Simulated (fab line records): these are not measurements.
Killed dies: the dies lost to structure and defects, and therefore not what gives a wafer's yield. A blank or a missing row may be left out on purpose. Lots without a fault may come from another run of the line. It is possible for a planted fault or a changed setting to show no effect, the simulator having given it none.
Matching of chambers    flow n5_finfet    uv_cure-02 running N5_BEOL_M9_CURE_72: 3 sister chambers
The step cures SiCOH lowk, time 120 s. 14 wafers are shown with their chamber, then 7 later ones without.

== EACH WAFER AND ITS CHAMBER ==
wafer   chamber  wafer_temp_C_max  lamp_power_pct (%)
L080.1  0        372.4             52.30
L080.3  0        371.8             52.29
L080.4  0        372.0             52.23
L084.2  2        372.2             52.34
L084.4  2        373.3             52.37
L084.6  2        372.2             52.37
L088.1  1        371.6             52.31
L088.2  1        371.5             52.24
L088.3  1        371.2             52.46
L091.1  1        371.0             52.25
L091.2  1        371.3             52.38
L091.4  1        371.1             52.32
L091.3  1        371.6             52.30
L091.5  1        371.5             52.41

SIGNATURES (means of the wafers above)
reading           chamber 0  chamber 1  chamber 2  scatter within a chamber
wafer_temp_C_max  372.067    371.350    372.567    0.353
lamp_power_pct    52.2733    52.3338    52.3600    0.064
Rule: a wafer lies at a distance from a chamber equal to the root of the sum of squares, over the readings, of (its reading less the chamber's mean, divided by the reading's scatter). The wafer belongs to the nearest chamber; if the next one is less than 2 further off, it can't be placed. The scatter: the root of (the sum of the squares of (reading less its chamber's mean) over the shown wafers, divided by (wafers less chambers)).

== WAFERS MISSING THEIR CHAMBER ==
wafer   wafer_temp_C_max  lamp_power_pct (%)
L091.6  371.5             52.42
L092.1  371.9             52.39
L092.3  372.8             52.33
L092.4  371.8             52.26
L095.1  371.9             52.27
L095.2  372.0             52.32
L095.4  372.0             52.38

== EACH ONE'S CHAMBER ==
wafer   from the rows above           in truth
L091.6  can't be placed: 1 or 0 or 2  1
L092.1  can't be placed: 1 or 0 or 2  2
L092.3  can't be placed: 2 or 0       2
L092.4  can't be placed: 0 or 1 or 2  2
L095.1  can't be placed: 0 or 1 or 2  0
L095.2  can't be placed: 0 or 2 or 1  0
L095.4  can't be placed: 2 or 0 or 1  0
Correct placement for 0 of the 7. Unplaceable from these rows: 7, with the true chamber sitting among the candidates in 7. Placed wrongly: 0.
